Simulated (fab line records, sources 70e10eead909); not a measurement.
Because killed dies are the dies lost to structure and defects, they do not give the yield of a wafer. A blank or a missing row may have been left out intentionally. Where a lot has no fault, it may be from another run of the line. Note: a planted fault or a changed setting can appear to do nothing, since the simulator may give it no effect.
A lot that was struck, set against a sound lot | flow nandHarc | 14 steps out of a route of 1302
Sound: the wafers L727.1, L727.3, L727.4. The struck wafers were L736.1, L736.4, L736.5. Last of all comes the cause.
At each step with rows: each side's tool, then ch and its chambers, then its first start. Under that, the readings that differ: sound wafers | struck wafers | difference of the means | sigmas: that difference in standard deviations of wafers without a fault.
alike: readings whose means differ by less than 2 such deviations, and words and numbers that are the same on both sides. not compared: withheld readings, readings that some wafer has no value for, bounds like >300 that may hide the same value, and numbers for which the record gives no deviation and whose values overlap.
A row with sigmas, a row that says differs or no value, or rows on one side alone: a step with any of these is where the two part. Non-overlapping numbers with no deviation appear without sigmas and do not part them. Lack of a reading on every wafer of one side parts them only where that side has two or more wafers.

first, 6 steps without rows for these wafers: NHARC_P_CONTACT_COAT_06 (resist thk 90 nm); NHARC_P_CONTACT_SOFTBAKE_07 (time 55 s); NHARC_P_CONTACT_EBR_08; NHARC_P_CONTACT_EXPOSE_09 (exposes mask P CA, target cd 90 nm); NHARC_P_CONTACT_PEB_10 (peb time 65 s); NHARC_P_CONTACT_DEVELOP_11 (develop time 35 s).
NHARC_P_CONTACT_CD_MEAS_12: the cd target is 90 nm.
  sound on cdSem-03 ch 0, day 6 11:31; struck on cdSem-03 ch 0, day 10 07:48
  alike: cdNm
NHARC_P_CONTACT_OVL_MEAS_13:
  struck on overlay-01, day 10 07:53; sound on overlay-01, day 6 11:36
  alike: overlayXNm, overlayYNm
NHARC_P_CONTACT_INSPECT_14:
  struck on defectInspect-02, day 10 07:56; sound on defectInspect-02, day 6 11:38
  alike: rawDefectCount
NHARC_P_CONTACT_DESCUM_17: chemistry O2, time 3 s.
  sound on rieDiel-08 ch 0,1,2, day 6 11:43; struck on rieDiel-13 ch 0,2,3, day 10 07:59
reading                  | sound       | struck      | difference | sigmas
drypumpMotorCurrentA (A) | 5.1 5.7 5.1 | 6.6 5.4 6.0 | +0.7       | +2
  alike: oesProductAu, rfVppV, showerheadPlenumPTorr, throttleValvePct
  not compared: rfHoursCounterH
NHARC_P_CONTACT_ETCH_35: etches the open film in CF4, target depth 39 nm, time 65 s.
  sound on rieDiel-08 ch 1,2,3, day 6 11:47; struck on rieDiel-13 ch 1,3, day 10 08:05
  alike: drypumpMotorCurrentA, oesProductAu, rfVppV, showerheadPlenumPTorr, throttleValvePct
  not compared: rfHoursCounterH
NHARC_P_CONTACT_ETCH_36: etches the open film in N2/H2, target depth 260 nm, time 406.25 s.
  sound: rieDiel-08 ch 0,1,2; struck: rieDiel-13 ch 0,1,3
  alike: drypumpMotorCurrentA, oesProductAu, rfVppV, showerheadPlenumPTorr, throttleValvePct
  not compared: rfHoursCounterH
NHARC_P_CONTACT_ETCH_18: etches the open film in C4F8/O2/Ar, target depth 481 nm, time 240.5 s.
  sound on rieDiel-08 ch 0,1,2, day 6 12:12; struck on rieDiel-13 ch 0,2,3, day 10 08:29
reading             | sound             | struck            | difference | sigmas
oesProductAu (a.u.) | 0.956 0.970 0.972 | 1.228 1.209 1.212 | +0.250     | +12
  alike: rfVppV
  not compared: rfHoursCounterH
then, 1 step without rows for these wafers: NHARC_P_CONTACT_STRIP_37 (strips in C4F8/O2/Ar).

WHERE THEY PART
Earliest at NHARC_P_CONTACT_DESCUM_17; latest, in this record, at NHARC_P_CONTACT_ETCH_18.

WHY: what had been put in by the simulator
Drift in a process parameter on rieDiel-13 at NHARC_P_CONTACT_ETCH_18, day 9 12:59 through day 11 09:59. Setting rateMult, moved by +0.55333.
